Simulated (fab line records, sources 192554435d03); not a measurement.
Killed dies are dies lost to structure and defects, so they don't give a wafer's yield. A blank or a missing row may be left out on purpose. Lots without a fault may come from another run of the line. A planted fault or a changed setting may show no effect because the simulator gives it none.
Which tool did it? | flow n5_finfet | 9 lots, 26 wafers sampled, at 1 step of a route of 1938

WHAT THE GAUGES READ, wafer by wafer
N5_BEOL_M0_SAQP_OVL_MEAS_41.
lot  | measured     | on         | M0_CUT1_OVL (nm)
L150 | day 7 03:58  | overlay-01 | -0.2 0.0 0.2
L151 | day 7 10:17  | overlay-02 | -0.5 -0.6 -0.1
L152 | day 7 18:00  | overlay-01 | 1.5 1.0 1.4
L153 | day 8 02:16  | overlay-02 | 0.1 -1.3 -1.3
L154 | day 8 04:49  | overlay-02 | -0.3 -0.4 -0.6
L156 | day 8 21:58  | overlay-01 | -0.9 -0.2 -0.1
L163 | day 10 12:52 | overlay-01 | -0.1 -0.9
L164 | day 10 15:29 | overlay-02 | -0.4 0.3 0.5
L166 | day 11 10:26 | overlay-02 | 0.4 0.6 0.0

WHICH TOOL RAN EACH LOT (tool, then ch and the chambers of the sampled wafers, then the start)
The record holds no process step before these readings.

THE ANSWER, worked out from the rows above alone
Rule: what is usual is taken from the lots themselves. Put in order of their means at a reading, lots are off if they are a third of the lots or fewer, leave a main group of 4 or more, and stand apart from it by a gap of 3 or more times the standard deviation of the main group's means; of several such gaps the widest counts. A main group whose means are all the same, to the digits that the tables above print for the reading, isn't used. A lot without any number at a reading at which 4 lots or more have one is off too. The other lots that the step has rows for count as sound.
No lot is off at any reading shown: from this, nothing can be told.

WHAT THE SIMULATOR HAD PUT IN
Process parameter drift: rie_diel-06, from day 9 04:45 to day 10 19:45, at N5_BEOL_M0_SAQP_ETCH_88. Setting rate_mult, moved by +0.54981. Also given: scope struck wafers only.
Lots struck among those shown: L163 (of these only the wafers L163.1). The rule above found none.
